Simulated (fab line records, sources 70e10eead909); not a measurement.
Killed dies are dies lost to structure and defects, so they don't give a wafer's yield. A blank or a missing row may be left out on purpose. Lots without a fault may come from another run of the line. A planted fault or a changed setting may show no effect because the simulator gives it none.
Which tool did it? | flow nand_harc | 10 lots, 29 wafers sampled, at 5 steps of a route of 1302

WHAT THE GAUGES READ, wafer by wafer
NHARC_END_SORT_01.
lot  | measured     | on        | killed_at_array
L467 | day 30 15:40 | prober-02 | 675 54 52
L468 | day 30 14:16 | prober-01 | 33 676 40

WHICH TOOL RAN EACH LOT (tool, then ch and the chambers of the sampled wafers, then the start)
lot  | NHARC_A_CHANNEL_HOLE_D1_ETCH_39               | NHARC_A_CHANNEL_HOLE_D1_ETCH_16    | NHARC_A_CHANNEL_HOLE_D1_ETCH_20  | NHARC_A_CHANNEL_HOLE_D1_ETCH_23
L455 | rie_diel-10 ch 0,1,2, day 9 20:10 or earlier  | rie_diel-10 ch 0,1,2, day 9 20:10  | har_etch-01 ch 0,1, day 9 21:01  | har_etch-01 ch 0,1, day 9 22:19
L456 | rie_diel-10 ch 0,1,3, day 9 23:08 or earlier  | rie_diel-10 ch 2,3, day 9 23:08    | har_etch-01 ch 0,1, day 10 01:16 | har_etch-01 ch 0,1, day 10 02:42
L460 | rie_diel-10 ch 0,1,3, day 11 20:38 or earlier | rie_diel-10 ch 0,1,2, day 11 20:38 | har_etch-01 ch 0,1, day 11 21:24 | har_etch-01 ch 0,1, day 11 22:43
L462 | rie_diel-10 ch 1,3, day 12 18:55 or earlier   | rie_diel-10 ch 0,2,3, day 12 18:55 | har_etch-01 ch 0,1, day 12 20:32 | har_etch-01 ch 0,1, day 12 21:52
L463 | rie_diel-01 ch 1,2,3, day 13 06:35 or earlier | rie_diel-01 ch 1,2,3, day 13 06:35 | har_etch-02 ch 0,1, day 13 07:24 | har_etch-02 ch 0,1, day 13 08:47
L467 | rie_diel-10 ch 0,1,3, day 14 20:36 or earlier | rie_diel-10 ch 0,2,3, day 14 20:36 | har_etch-01 ch 0,1, day 14 21:19 | har_etch-01 ch 0,1, day 14 22:38
L468 | rie_diel-10 ch 0,2,3, day 15 08:55 or earlier | rie_diel-10 ch 0,1,3, day 15 08:55 | har_etch-01 ch 0,1, day 15 11:47 | har_etch-01 ch 0,1, day 15 13:14
L469 | rie_diel-10 ch 2,3, day 16 01:38 or earlier   | rie_diel-10 ch 1,2, day 16 01:38   | har_etch-02 ch 0, day 16 02:17   | har_etch-02 ch 0, day 16 03:37
L475 | rie_diel-04 ch 0,1,3, day 18 01:15 or earlier | rie_diel-04 ch 1,2, day 18 01:15   | har_etch-01 ch 0,1, day 18 01:57 | har_etch-01 ch 0,1, day 18 03:17
L474 | rie_diel-10 ch 0,1,3, day 18 02:03 or earlier | rie_diel-10 ch 1,2, day 18 02:03   | har_etch-02 ch 0,1, day 18 04:41 | har_etch-02 ch 0,1, day 18 06:00
- NHARC_A_CHANNEL_HOLE_D1_ETCH_39: etches the open film in N2/H2, target depth 260 nm, time 325 s.
- NHARC_A_CHANNEL_HOLE_D1_ETCH_16: etches the open film in O2/COS, target depth 3100 nm, time 806 s.
- NHARC_A_CHANNEL_HOLE_D1_ETCH_20: etches the open film in C4F8/O2/Ar, time 361.9 s, target depth 1600 nm.
- NHARC_A_CHANNEL_HOLE_D1_ETCH_23: etches the open film in C4F8/O2/Ar, time 819 s, target depth 1600 nm.

THE ANSWER, worked out from the rows above alone
Rule: what is usual is taken from the lots themselves. Put in order of their means at a reading, lots are off if they are a third of the lots or fewer, leave a main group of 4 or more, and stand apart from it by a gap of 3 or more times the standard deviation of the main group's means; of several such gaps the widest counts. A main group whose means are all the same, to the digits that the tables above print for the reading, isn't used. A lot without any number at a reading at which 4 lots or more have one is off too. The other lots that the step has rows for count as sound.
No lot is off at any reading shown: from this, nothing can be told.

WHAT THE SIMULATOR HAD PUT IN
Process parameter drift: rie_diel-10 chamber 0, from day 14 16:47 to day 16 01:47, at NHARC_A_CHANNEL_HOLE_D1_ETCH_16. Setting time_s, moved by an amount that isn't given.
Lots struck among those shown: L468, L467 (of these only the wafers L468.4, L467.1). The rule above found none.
